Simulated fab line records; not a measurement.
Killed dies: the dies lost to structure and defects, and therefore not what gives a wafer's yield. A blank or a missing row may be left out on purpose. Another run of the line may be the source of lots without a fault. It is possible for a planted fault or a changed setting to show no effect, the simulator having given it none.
The tool behind it: which one? ; flow nandHarc ; Sampling: 7 lots, 20 wafers, 2 of 1159 route steps

## WHAT THE GAUGES SHOWED, per wafer
NHARC_A_ONON_D1_THK_MEAS_14: measures by ellipsometry.
lot;measured;on;thkNm (nm)
L667;day 8 03:58;filmMetro-02;1001 999 1000
L670;day 8 08:24;filmMetro-01;981 985 984
L674;day 9 01:29;filmMetro-01;990 989 987
L677;day 10 02:09;filmMetro-01;989 987 989
L681;day 11 03:14;filmMetro-02;996 996 995
L685;day 12 08:43;filmMetro-02;1334 1005 1004
L688;day 12 18:38;filmMetro-01;996 1327

## WHICH TOOL RAN EACH LOT (tool, then ch and the chambers of the sampled wafers, then the start)
lot;NHARC_A_ONON_D1_DEP_12
L667;pecvdOnon-04 ch 0, day 8 03:28
L670;pecvdOnon-02 ch 0, day 8 07:53
L674;pecvdOnon-03 ch 0, day 9 00:59
L677;pecvdOnon-04 ch 0, day 10 01:37
L681;pecvdOnon-03 ch 0, day 11 02:50
L685;pecvdOnon-03 ch 0, day 12 08:16
L688;pecvdOnon-03 ch 0, day 12 18:08
- NHARC_A_ONON_D1_DEP_12: target thk 1000 nm.

## THE ANSWER, worked out from the rows above alone
Rule: what is usual is taken from the lots themselves. Put in order of their means at a reading, lots are off if they are a third of the lots or fewer, leave a main group of 4 or more, and stand apart from it by a gap of 3 or more times the standard deviation of the main group's means; of several such gaps the widest counts. The tables above print the reading to a certain number of digits; a main group whose means all agree to those digits is not used. A lot without any number at a reading at which 4 lots or more have one is off too. The other lots that the step has rows for count as sound.
Off at NHARC_A_ONON_D1_THK_MEAS_14 (thkNm): L685, L688. The main group: mean 991 nm, standard deviation 5.9.
A tool fits if, at a process step before that reading, it ran every lot that is off, and no sound lot after the first of them. Gauges at NHARC_A_ONON_D1_THK_MEAS_14: tried the same way as those tools. One candidate fits, namely pecvdOnon-03 at NHARC_A_ONON_D1_DEP_12. A fault onset in the window from L681 (day 11 02:50, its last sound lot) to L685 (day 12 08:16, its first lot off) fits.

## WHAT HAD BEEN PUT IN BY THE SIMULATOR
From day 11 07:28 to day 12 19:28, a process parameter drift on pecvdOnon-03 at NHARC_A_ONON_D1_DEP_12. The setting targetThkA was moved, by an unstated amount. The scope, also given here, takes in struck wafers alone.
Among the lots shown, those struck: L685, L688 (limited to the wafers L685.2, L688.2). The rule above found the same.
